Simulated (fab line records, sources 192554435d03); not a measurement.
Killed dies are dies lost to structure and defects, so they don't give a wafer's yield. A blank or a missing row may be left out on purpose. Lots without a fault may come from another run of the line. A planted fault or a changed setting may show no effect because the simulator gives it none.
fab line records | flow n5_finfet | part 1 of 2: steps 1 to 21 of 31
record lots=5 wafers=15 last_day=18
route steps=1938 shown BEOL_M6@1218
lots that met no fault: from a run of the same line without faults
start_h: hours from the record's first day to the start of the lot's first wafer shown | wait_h: hours since the lot's step before | " the same as in the row above | L1.1+2: a row that stands for several wafers | - no value, or no start given | * or withheld: withheld | < > ~ a bound
route shown NAME@n: a module of which the file shows steps, and the number in the route of the first | usual: mean/standard deviation of fault-free wafers | same: alike in all rows | chamber/n: place in a boat | sites: the reading at each site | _std_site: their standard deviation | _edge_site: outer sites' mean less inner sites' | radius_mm: how far each site lies from the wafer's centre | mask NAME#n: copy n | behind: the tool/chamber that last shaped the wafer | hold: why the lot was held/for how many hours/how that ended | device: the transistor (n, p or np) that didn't switch | end of line: the same wafers' tests at the end of the route | a step without rows: its recipe alone | killed: dies lost to structure and defects at the first sort, not the wafer's yield | map: a wafer's dies, x killed, . not, _ none there
set.NAME: the setting as run; set.NAME@STEP: as run at that earlier step | model.NAME: the simulator's own value behind a step, which no gauge read
lots at some steps of the route; a table a step, a row a wafer
services: from which hour (start_h, from the record's first day; less than 0 if before it) a tool's chamber was out of use, for how many hours, and why
## steps
# step N5_BEOL_M6_COAT_63
# recipe resist=SOC temp_c=250 time_s=60 spin_rpm=1500 resist_thk_nm=60
# usual dispense_pressure_kPa=49.2/2.1
# columns lot.wafer tool chamber start_h wait_h dispense_pressure_kPa
L078.1 litho_track-05 0 225.41 0.5 50.1
L078.3 " 0 " " 50.0
L078.6 " 0 " " 50.1
L081.3 litho_track-05 0 240.07 1.4 50.0
L081.4 " 0 " " 50.1
L081.5 " 0 " " 50.1
L082.2 litho_track-01 0 249.21 0.3 45.1
L082.5 " 0 " " 45.1
L082.6 " 0 " " 45.1
L088.1 litho_track-02 0 305.84 0.9 50.7
L088.4 " 0 " " 50.7
L088.5 " 0 " " 50.7
L097.2 litho_track-05 0 347.75 1.0 50.0
L097.4 " 0 " " 50.0
L097.5 " 0 " " 50.0
# step N5_BEOL_M6_COAT_64
# recipe resist=SiARC temp_c=220 time_s=60 spin_rpm=1500 resist_thk_nm=12
# usual dispense_pressure_kPa=49.2/2.1
# columns lot.wafer tool chamber start_h wait_h dispense_pressure_kPa
L078.1 litho_track-05 0 - - 50.0
L078.3 " 0 " " 50.1
L078.6 " 0 " " 50.0
L081.3 litho_track-05 0 - - 50.0
L081.4 " 0 " " 50.0
L081.5 " 0 " " 50.0
L082.2 litho_track-01 0 - - 45.1
L082.5 " 0 " " 45.1
L082.6 " 0 " " 45.1
L088.1 litho_track-02 0 - - 50.8
L088.4 " 0 " " 50.8
L088.5 " 0 " " 50.8
L097.2 litho_track-05 0 - - 50.0
L097.4 " 0 " " 50.0
L097.5 " 0 " " 50.0
# step N5_BEOL_M6_COAT_71
# recipe resist=underlayer temp_c=205 time_s=60 spin_rpm=1500 resist_thk_nm=5
# usual dispense_pressure_kPa=49.2/2.2
# columns lot.wafer tool chamber start_h wait_h dispense_pressure_kPa
L078.1 litho_track-05 0 - - 50.0
L078.3 " 0 " " 50.0
L078.6 " 0 " " 50.0
L081.3 litho_track-05 0 - - 50.0
L081.4 " 0 " " 50.0
L081.5 " 0 " " 50.0
L082.2 litho_track-01 0 - - 45.1
L082.5 " 0 " " 45.1
L082.6 " 0 " " 45.1
L088.1 litho_track-02 0 - - 50.7
L088.4 " 0 " " 50.7
L088.5 " 0 " " 50.7
L097.2 litho_track-05 0 - - 50.0
L097.4 " 0 " " 50.0
L097.5 " 0 " " 50.0
# step N5_BEOL_M6_COAT_22
# recipe resist=CAR-EUV spin_rpm=1500 resist_thk_nm=30
# usual dispense_pressure_kPa=49.3/2.2
# columns lot.wafer tool chamber start_h wait_h dispense_pressure_kPa
L078.1 litho_track-05 0 - - 50.1
L078.3 " 0 " " 50.1
L078.6 " 0 " " 50.0
L081.3 litho_track-05 0 - - 50.1
L081.4 " 0 " " 50.1
L081.5 " 0 " " 50.1
L082.2 litho_track-01 0 - - 45.1
L082.5 " 0 " " 45.1
L082.6 " 0 " " 45.1
L088.1 litho_track-02 0 - - 50.8
L088.4 " 0 " " 50.8
L088.5 " 0 " " 50.8
L097.2 litho_track-05 0 - - 50.1
L097.4 " 0 " " 50.0
L097.5 " 0 " " 50.1
# step N5_BEOL_M6_EBR_24
# recipe solvent=PGMEA ebr_width_mm=1.5
# columns lot.wafer tool chamber start_h wait_h
L078.1+3+6 litho_track-05 0 - -
L081.3+4+5 litho_track-05 0 - -
L082.2+5+6 litho_track-01 0 - -
L088.1+4+5 litho_track-02 0 - -
L097.2+4+5 litho_track-05 0 - -
# step N5_BEOL_M6_SOFTBAKE_23
# recipe temp_c=110 time_s=60 resist=CAR-EUV
# columns lot.wafer tool chamber start_h wait_h
L078.1+3+6 litho_track-05 0 - -
L081.3+4+5 litho_track-05 0 - -
L082.2+5+6 litho_track-01 0 - -
L088.1+4+5 litho_track-02 0 - -
L097.2+4+5 litho_track-05 0 - -
# step N5_BEOL_M6_EXPOSE_25
# recipe mask_id=V5 na=0.33 source_shape=annular sigma_inner=0.4 sigma_outer=0.8 polarization=unpolarized target_cd_nm=40 dose_mj=45
# same na=0.33
# columns lot.wafer tool chamber start_h wait_h mask
L078.1+3+6 euv_scanner-02 0 225.59 - V5#0
L081.3+4+5 euv_scanner-02 0 240.29 - V5#0
L082.2+5+6 euv_scanner-02 0 249.35 - V5#0
L088.1+4+5 euv_scanner-01 0 306.01 - V5#0
L097.2+4+5 euv_scanner-01 0 347.89 - V5#0
# step N5_BEOL_M6_PEB_26
# recipe peb_temp_c=100 peb_time_s=60 resist=CAR-EUV
# columns lot.wafer tool chamber start_h wait_h
L078.1+3+6 litho_track-05 0 225.66 0.1
L081.3+4+5 litho_track-05 0 240.34 0.0
L082.2+5+6 litho_track-01 0 249.41 0.1
L088.1+4+5 litho_track-01 0 306.08 0.1
L097.2+4+5 litho_track-01 0 347.95 0.1
# step N5_BEOL_M6_DEVELOP_27
# recipe develop_time_s=30 developer=TMAH resist=CAR-EUV rinse_liquid=surfactant_rinse dry=air_spin dev_temp_c=23
# columns lot.wafer tool chamber start_h wait_h
L078.1+3+6 litho_track-05 0 - -
L081.3+4+5 litho_track-05 0 - -
L082.2+5+6 litho_track-01 0 - -
L088.1+4+5 litho_track-01 0 - -
L097.2+4+5 litho_track-01 0 - -
# step N5_BEOL_M6_CD_MEAS_28
# recipe target_cd_nm=40 landing_energy_ev=500 detector=se_inlens
# usual cd_nm=39.98/0.25
# columns lot.wafer tool chamber start_h wait_h cd_nm
L078.1 cd_sem-03 0 225.72 - 39.92
L078.3 " 0 " " 39.73
L078.6 " 0 " " 39.84
L081.3 cd_sem-02 0 240.41 - 40.12
L081.4 " 0 " " 40.10
L081.5 " 0 " " 39.77
L082.2 cd_sem-01 0 249.48 - 40.10
L082.5 " 0 " " 39.97
L082.6 " 0 " " 40.27
L088.1 cd_sem-01 0 306.15 - 40.39
L088.4 " 0 " " 40.21
L088.5 " 0 " " 40.42
L097.2 cd_sem-03 0 348.02 - 40.24
L097.4 " 0 " " 40.37
L097.5 " 0 " " 40.23
# step N5_BEOL_M6_OVL_MEAS_29
# recipe points_per_wafer=522
# usual V5_OVL=0.0/0.68
# columns lot.wafer tool chamber start_h wait_h V5_OVL[nm]
L078.1 overlay-01 0 225.75 0.0 -0.2
L078.3 " 0 " " 0.4
L078.6 " 0 " " 0.5
L081.3 overlay-02 0 240.45 0.0 -0.7
L081.4 " 0 " " -1.0
L081.5 " 0 " " -0.7
L082.2 overlay-02 0 249.51 0.0 0.3
L082.5 " 0 " " 0.1
L082.6 " 0 " " 0.5
L088.1 overlay-02 0 306.18 0.0 -0.3
L088.4 " 0 " " -0.4
L088.5 " 0 " " -0.4
L097.2 overlay-02 0 348.05 0.0 -1.6
L097.4 " 0 " " -1.1
L097.5 " 0 " " -0.3
# step N5_BEOL_M6_INSPECT_30
# recipe mode=adi inspect_instrument=brightfield
# usual raw_defect_count=419/86
# columns lot.wafer tool chamber start_h wait_h raw_defect_count
L078.1 defect_inspect-02 - 225.81 0.1 415
L078.3 " - " " 293
L078.6 " - " " 297
L081.3 defect_inspect-01 - 240.50 0.0 355
L081.4 " - " " 370
L081.5 " - " " 372
L082.2 defect_inspect-02 - 249.57 0.0 355
L082.5 " - " " 374
L082.6 " - " " 419
L088.1 defect_inspect-02 - 306.23 0.1 409
L088.4 " - " " 336
L088.5 " - " " 529
L097.2 defect_inspect-02 - 348.11 0.0 529
L097.4 " - " " 308
L097.5 " - " " 482
# step N5_BEOL_M6_DESCUM_33
# recipe chemistry=O2 time_s=7 source_power_w=50 bias_power_w=20 pressure_mtorr=20 rf_frequency_hz=2.712e+07 temp_c=40 resist=CAR-EUV o2_flow_sccm=225
# usual drypump_motor_current_A=5.9/0.34 oes_product_au=0.75/0.08 rf_vpp_V=243.3/1.3 showerhead_plenum_p_Torr=2.10/0.064 throttle_valve_pct=20.43/0.14
# columns lot.wafer tool chamber start_h wait_h drypump_motor_current_A oes_product_au rf_hours_counter_h rf_vpp_V showerhead_plenum_p_Torr throttle_valve_pct
L078.1 rie_diel-02 3 225.98 0.2 6.3 0.70 203 242.9 2.10 20.32
L078.3 " 0 " " 5.8 0.70 238 243.8 2.05 20.56
L078.6 " 1 " " 5.3 0.78 - 241.2 2.02 20.43
L081.3 rie_diel-02 2 240.60 0.1 5.7 0.68 205 245.4 2.16 20.62
L081.4 " 3 " " 6.3 0.70 208 241.9 2.09 20.34
L081.5 " 2 " " 5.7 0.68 - 244.8 2.16 20.62
L082.2 rie_diel-02 0 249.60 0.0 5.8 0.70 246 242.5 2.04 20.56
L082.5 " 0 " " 5.8 0.70 - 243.1 2.04 20.58
L082.6 " 1 " " 5.3 0.78 - 242.6 2.01 20.43
L088.1 rie_diel-04 3 306.27 0.0 5.3 0.87 60 241.4 2.04 20.32
L088.4 " 0 " " 6.0 0.84 55 242.8 2.03 20.17
L088.5 " 3 " " 5.3 0.87 - 243.2 2.04 20.31
L097.2 rie_diel-02 2 348.35 0.2 5.7 0.66 241 245.8 2.15 20.67
L097.4 " 1 " " 5.3 0.74 184 241.7 2.00 20.49
L097.5 " 3 " " 6.3 0.67 - 242.3 2.08 20.40
# step N5_BEOL_M6_ETCH_72
# recipe chemistry=N2/H2 target=underlayer target_depth_a=65 mask_material=CAR-EUV time_s=5.2 ion_energy_ev=200 pressure_mtorr=30 source_w=840 bias_w=150 n2_flow_sccm=200 h2_flow_sccm=200 ends=cleared
# usual drypump_motor_current_A=5.9/0.34 etch_rf_on_time_s=5.21/0.12 oes_product_au=0.64/0.065 rf_vpp_V=524.0/2.5 showerhead_plenum_p_Torr=2.55/0.077 throttle_valve_pct=17.84/0.23
# columns lot.wafer tool chamber start_h wait_h drypump_motor_current_A etch_rf_on_time_s oes_product_au rf_hours_counter_h rf_vpp_V showerhead_plenum_p_Torr throttle_valve_pct
L078.1 rie_diel-02 3 226.01 0.0 6.3 5.05 0.62 203 523.8 2.52 17.63
L078.3 " 0 " " 5.7 5.28 0.60 238 525.0 2.49 18.03
L078.6 " 1 " " 5.3 5.12 0.68 - 521.1 2.44 17.78
L081.3 rie_diel-02 2 240.63 0.0 5.7 5.36 0.57 205 526.5 2.63 18.17
L081.4 " 3 " " 6.3 5.14 0.61 208 521.5 2.52 17.62
L081.5 " 2 " " 5.7 5.30 0.58 - 527.7 2.63 18.17
L082.2 rie_diel-02 0 249.64 0.0 5.8 5.29 0.60 246 523.0 2.49 18.04
L082.5 " 0 " " 5.8 5.29 0.60 - 521.9 2.49 18.05
L082.6 " 1 " " 5.3 5.15 0.66 - 521.7 2.44 17.81
L088.1 rie_diel-04 3 306.30 0.0 5.3 5.18 0.72 60 519.7 2.47 17.81
L088.4 " 0 " " 6.0 5.15 0.72 55 522.6 2.46 17.50
L088.5 " 3 " " 5.3 5.15 0.72 - 520.3 2.47 17.82
L097.2 rie_diel-02 2 348.38 0.0 5.7 5.39 0.56 241 526.0 2.61 18.24
L097.4 " 1 " " 5.3 5.17 0.63 184 521.7 2.42 17.86
L097.5 " 3 " " 6.2 5.08 0.59 - 522.4 2.50 17.69
# step N5_BEOL_M6_ETCH_65
# recipe chemistry=CF4 target=SiARC target_depth_a=156 mask_material=CAR-EUV time_s=26 ion_energy_ev=80 pressure_mtorr=40 source_w=545 bias_w=36 Ar_flow_sccm=100 cf4_flow_sccm=100 ends=cleared
# usual cf4_flow_sccm=99.98/0.28 drypump_motor_current_A=5.9/0.34 etch_rf_on_time_s=26.0/0.56 oes_product_au=0.65/0.064 rf_vpp_V=184.1/1.1 showerhead_plenum_p_Torr=2.15/0.061 throttle_valve_pct=15.60/0.18
# columns lot.wafer tool chamber start_h wait_h cf4_flow_sccm drypump_motor_current_A etch_rf_on_time_s oes_product_au rf_hours_counter_h rf_vpp_V showerhead_plenum_p_Torr throttle_valve_pct
L078.1 rie_diel-02 3 226.03 0.0 99.74 6.3 25.4 0.61 203 183.2 2.12 15.43
L078.3 " 0 " " 100.60 5.8 26.5 0.61 238 183.6 2.12 15.95
L078.6 " 1 " " 100.05 5.3 25.7 0.67 - 184.3 2.06 15.53
L081.3 rie_diel-02 2 240.65 0.0 99.63 5.7 26.0 0.58 205 185.6 2.21 15.79
L081.4 " 3 " " 99.86 6.3 25.2 0.62 208 186.2 2.12 15.45
L081.5 " 2 " " 100.08 5.7 26.1 0.59 - 185.3 2.21 15.77
L082.2 rie_diel-02 0 249.65 0.0 99.60 5.8 26.7 0.59 246 183.5 2.12 15.97
L082.5 " 0 " " 99.39 5.8 26.6 0.60 - 183.3 2.12 15.95
L082.6 " 1 " " 100.00 5.3 26.0 0.67 - 182.4 2.05 15.56
L088.1 rie_diel-04 3 306.32 0.0 99.95 5.3 25.8 0.73 60 182.7 2.09 15.45
L088.4 " 0 " " 100.26 5.9 25.7 0.72 55 182.8 2.08 15.40
L088.5 " 3 " " 100.34 5.3 25.8 0.72 - 185.6 2.09 15.45
L097.2 rie_diel-02 2 348.40 0.0 99.84 5.7 26.5 0.57 241 185.1 2.20 15.85
L097.4 " 1 " " 100.18 5.3 26.0 0.64 184 182.7 2.04 15.62
L097.5 " 3 " " 100.02 6.3 25.5 0.59 - 183.7 2.11 15.52
# step N5_BEOL_M6_ETCH_66
# recipe chemistry=N2/H2 target=SOC target_depth_a=800 overetch_a=160 mask_material=SiARC temp_c=40 time_s=120 ion_energy_ev=200 pressure_mtorr=30 source_w=840 bias_w=150 n2_flow_sccm=200 h2_flow_sccm=200
# usual drypump_motor_current_A=5.9/0.34 oes_product_au=0.58/0.055 rf_vpp_V=524.0/2.2 showerhead_plenum_p_Torr=2.55/0.077 throttle_valve_pct=17.80/0.23
# columns lot.wafer tool chamber start_h wait_h drypump_motor_current_A oes_product_au rf_hours_counter_h rf_vpp_V showerhead_plenum_p_Torr throttle_valve_pct
L078.1 rie_diel-02 3 226.06 0.0 6.2 0.54 203 522.9 2.52 17.59
L078.3 " 0 " " 5.8 0.55 238 523.4 2.49 18.02
L078.6 " 1 " " 5.3 0.60 - 520.8 2.44 17.74
L081.3 rie_diel-02 2 240.67 0.0 5.7 0.54 205 525.7 2.63 18.15
L081.4 " 3 " " 6.3 0.54 208 523.1 2.52 17.60
L081.5 " 2 " " 5.7 0.53 - 525.6 2.63 18.14
L082.2 rie_diel-02 0 249.68 0.0 5.7 0.54 246 521.6 2.49 18.00
L082.5 " 0 " " 5.8 0.54 - 523.8 2.49 17.99
L082.6 " 1 " " 5.3 0.60 - 522.3 2.44 17.75
L088.1 rie_diel-04 3 306.35 0.0 5.3 0.65 60 523.7 2.47 17.77
L088.4 " 0 " " 6.0 0.63 55 521.2 2.46 17.45
L088.5 " 3 " " 5.4 0.64 - 524.4 2.47 17.79
L097.2 rie_diel-02 2 348.43 0.0 5.7 0.52 241 525.7 2.61 18.20
L097.4 " 1 " " 5.3 0.57 184 520.7 2.42 17.83
L097.5 " 3 " " 6.3 0.52 - 522.5 2.50 17.65
# step N5_BEOL_M6_STRIP_69
# recipe chemistry=N2/H2 temp_c=40 n2_flow_sccm=200 h2_flow_sccm=200 rf_frequency_hz=6e+07
# columns lot.wafer tool chamber start_h wait_h
L078.1+3+6 rie_diel-02 3,0,1 226.14 0.0
L081.3+4+5 rie_diel-02 2,3,2 240.76 0.0
L082.2+5+6 rie_diel-02 0,0,1 249.76 0.0
L088.1+4+5 rie_diel-04 3,0,3 306.43 0.0
L097.2+4+5 rie_diel-02 2,1,3 348.51 0.0
# step N5_BEOL_M6_STRIP_73
# recipe chemistry=N2/H2 temp_c=40 n2_flow_sccm=200 h2_flow_sccm=200 rf_frequency_hz=6e+07
# columns lot.wafer tool chamber start_h wait_h
L078.1+3+6 rie_diel-02 3,0,1 226.15 0.0
L081.3+4+5 rie_diel-02 2,3,2 240.77 0.0
L082.2+5+6 rie_diel-02 0,0,1 249.77 0.0
L088.1+4+5 rie_diel-04 3,0,3 306.44 0.0
L097.2+4+5 rie_diel-02 2,1,3 348.52 0.0
# step N5_BEOL_M6_VIA_ETCH_34
# recipe chemistry=C4F6/O2 target=SiCOH_lowk target_depth_a=1263 mask_material=SOC taper_deg=4 time_s=50.9 ion_energy_ev=250 pressure_mtorr=30 source_w=345 bias_w=185 Ar_flow_sccm=300 C4F6_flow_sccm=10 O2_flow_sccm=10
# usual drypump_motor_current_A=5.9/0.34 oes_product_au=0.76/0.077 rf_vpp_V=663/16 showerhead_plenum_p_Torr=2.85/0.087 throttle_valve_pct=20.86/0.21
# columns lot.wafer tool chamber start_h wait_h drypump_motor_current_A oes_product_au rf_hours_counter_h rf_vpp_V showerhead_plenum_p_Torr throttle_valve_pct
L078.1 rie_diel-02 3 226.16 0.0 6.3 0.71 203 655 2.82 20.60
L078.3 " 0 " " 5.7 0.70 238 677 2.81 21.18
L078.6 " 1 " " 5.3 0.78 - 670 2.72 20.74
L081.3 rie_diel-02 2 240.78 0.0 5.7 0.69 206 649 2.94 21.10
L081.4 " 3 " " 6.3 0.72 208 656 2.82 20.63
L081.5 " 2 " " 5.7 0.69 - 649 2.94 21.09
L082.2 rie_diel-02 0 249.78 0.0 5.8 0.70 246 678 2.81 21.18
L082.5 " 0 " " 5.8 0.70 - 679 2.81 21.20
L082.6 " 1 " " 5.3 0.78 - 669 2.72 20.74
L088.1 rie_diel-04 3 306.45 0.0 5.3 0.87 60 669 2.76 20.67
L088.4 " 0 " " 5.9 0.84 55 676 2.75 20.57
L088.5 " 3 " " 5.3 0.87 - 669 2.76 20.69
L097.2 rie_diel-02 2 348.53 0.0 5.7 0.66 241 647 2.92 21.16
L097.4 " 1 " " 5.3 0.75 184 669 2.70 20.81
L097.5 " 3 " " 6.3 0.68 - 654 2.80 20.66
# step N5_BEOL_M6_STRIP_76
# recipe chemistry=C4F6/O2 resist=SiARC rf_frequency_hz=6e+07
# columns lot.wafer tool chamber start_h wait_h
L078.1+3+6 rie_diel-02 3,0,1 226.20 0.0
L081.3+4+5 rie_diel-02 2,3,2 240.82 0.0
L082.2+5+6 rie_diel-02 0,0,1 249.82 0.0
L088.1+4+5 rie_diel-04 3,0,3 306.49 0.0
L097.2+4+5 rie_diel-02 2,1,3 348.57 0.0
# step N5_BEOL_M6_STRIP_36
# recipe chemistry=N2/H2 power_w=450 temp_c=40 pressure_mtorr=20 rf_frequency_hz=6e+07 overash_fraction=0.3 bias_power_w=7 h2_frac=0.5 n2_flow_sccm=200 h2_flow_sccm=200
# usual drypump_motor_current_A=5.9/0.34 oes_product_au=0.75/0.079 rf_vpp_V=59.3/1.6 showerhead_plenum_p_Torr=2.54/0.077 throttle_valve_pct=23.6/0.32
# columns lot.wafer tool chamber start_h wait_h drypump_motor_current_A oes_product_au rf_hours_counter_h rf_vpp_V showerhead_plenum_p_Torr throttle_valve_pct
L078.1 rie_diel-02 3 226.21 0.0 6.3 0.70 203 58.1 2.51 23.3
L078.3 " 0 " " 5.8 0.69 238 59.6 2.49 23.7
L078.6 " 1 " " 5.3 0.78 - 59.0 2.44 23.6
L081.3 rie_diel-02 2 240.83 0.0 5.7 0.67 206 61.7 2.62 24.2
L081.4 " 3 " " 6.2 0.69 208 62.2 2.51 23.3
L081.5 " 2 " " 5.7 0.68 - 58.0 2.62 24.2
L082.2 rie_diel-02 0 249.83 0.0 5.8 0.69 246 58.1 2.48 23.7
L082.5 " 0 " " 5.8 0.71 - 60.0 2.48 23.7
L082.6 " 1 " " 5.3 0.77 - 58.7 2.43 23.5
L088.1 rie_diel-04 3 306.50 0.0 5.4 0.88 60 57.7 2.47 23.8
L088.4 " 0 " " 6.0 0.83 55 56.9 2.46 23.1
L088.5 " 3 " " 5.3 0.86 - 57.2 2.47 23.8
L097.2 rie_diel-02 2 348.58 0.0 5.7 0.66 241 61.8 2.61 24.2
L097.4 " 1 " " 5.3 0.73 184 57.9 2.42 23.6
L097.5 " 3 " " 6.3 0.67 - 60.2 2.50 23.4
